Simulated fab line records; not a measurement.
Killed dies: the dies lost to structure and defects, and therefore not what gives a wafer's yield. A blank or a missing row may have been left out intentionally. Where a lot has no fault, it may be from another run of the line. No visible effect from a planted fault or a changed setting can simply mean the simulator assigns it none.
Split-lot trial | flow n5 finfet | route with 1938 steps; 7 lots, 21 wafers read

## THE SPLIT ITSELF
At N5_HKMG_FIN_EXPOSE_46 (exposes mask NDIPOLE), the setting dose mj was moved away from the recipe's 40 on 6 of the 21 wafers read, by -6.8% to +7.1%. For the rest of the wafers, this setting stayed at what the recipe calls for.

## FROM THE SPLIT TO THE READING: what the file shows between them, 2 steps
- N5_HKMG_FIN_PEB_47: peb time 60 s
- N5_HKMG_FIN_DEVELOP_48: develop time 30 s

## THE READING
cd nm at N5_HKMG_FIN_CD_MEAS_49, given in nm (cd target 202 nm). Typical for fault-free wafers on this fab line: 202.0 nm, with standard deviation 0.64 nm.

wafer  | tool, chamber at the split | dose mj as run | against the recipe | cd nm, nm | against lot-mates on the recipe
L074.2 | arfi scanner-01, 0         | 40             | recipe             | 201.7     | -
L074.3 | arfi scanner-01, 0         | 40             | recipe             | 202.1     | -
L074.5 | arfi scanner-01, 0         | 40             | recipe             | 202.1     | -
L078.3 | arfi scanner-02, 0         | 38.92          | -2.7%              | 201.1     | -1.4
L078.5 | arfi scanner-02, 0         | 40             | recipe             | 202.8     | -
L078.6 | arfi scanner-02, 0         | 40             | recipe             | 202.2     | -
L082.3 | arfi scanner-01, 0         | 40             | recipe             | 201.1     | -
L082.5 | arfi scanner-01, 0         | 40             | recipe             | 201.7     | -
L082.6 | arfi scanner-01, 0         | 37.38          | -6.5%              | 198.0     | -3.4
L085.1 | arfi scanner-01, 0         | 40             | recipe             | 201.1     | -
L085.2 | arfi scanner-01, 0         | 40             | recipe             | 202.2     | -
L085.6 | arfi scanner-01, 0         | 42.83          | +7.1%              | 205.3     | +3.7
L090.2 | arfi scanner-03, 0         | 40             | recipe             | 203.2     | -
L090.4 | arfi scanner-03, 0         | 42.86          | +7.1%              | 207.5     | +4.3
L090.5 | arfi scanner-03, 0         | 42.86          | +7.1%              | 207.8     | +4.6
L091.2 | arfi scanner-03, 0         | 37.3           | -6.8%              | 199.1     | -3.8
L091.3 | arfi scanner-03, 0         | 40             | recipe             | 202.9     | -
L091.5 | arfi scanner-03, 0         | 40             | recipe             | 202.8     | -
L094.3 | arfi scanner-01, 0         | 40             | recipe             | 202.7     | -
L094.4 | arfi scanner-01, 0         | 40             | recipe             | 202.1     | -
L094.5 | arfi scanner-01, 0         | 40             | recipe             | 202.3     | -

FIT RESULTS
A straight line over all 21 wafers: cd nm changes by +0.607 nm for each +1% of dose mj; r = +0.95; the points scatter about the line by 0.74 nm.
The same after taking each lot's own level away (the mean of its wafers on the recipe; 21 wafers): +0.567 nm for each +1%; r = +0.99; scatter 0.31 nm.
According to that fit, moving dose mj by its largest amount changes the reading by 4.1 nm.
Across the lots, their own levels run from 201.40 to 203.20 nm, a range of 2.8 times the standard deviation given above.
Hence the lot-to-lot level has little effect on the slope; both slopes agree.
Check: for one of the wafers moved furthest among these (+7.1%), held out of the fit, the line's prediction against its lot-mates is +4.03 nm. Against them it came out at +4.3 nm.

## THESE WAFERS: OTHER SPLITS
Other splits were also applied to these wafers ahead of the reading. Each is held against what the fit with the lots' levels taken away leaves over:
other split on the same wafers | wafers away from the commonest value | r with cd nm (lot level and that fit taken away)
N5_SDB_ETCH_17 bias w          | 6                                    | -0.20

## THE WHOLE CHAIN: every reading that the file lists as answering this split, in the file's order
step                   | what it does                                           | reading                                                                | change (the file's fit)               | r (the file's)
N5_HKMG_FIN_CD_MEAS_49 | target cd 202 nm                                       | cd nm                                                                  | +0.556 nm for each +1% of the setting | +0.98
N5_HKMG_FIN_ETCH_54    | etches SiARC in CF4, target depth 45.5 nm, time 75.8 s | HKMG_FIN.cd offset nm (the simulator's own value, which no gauge read) | +0.589 nm for each +1% of the setting | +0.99

## FILE'S OWN FIT
cd nm changes by +0.556 nm for each +1% of dose mj, r = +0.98.
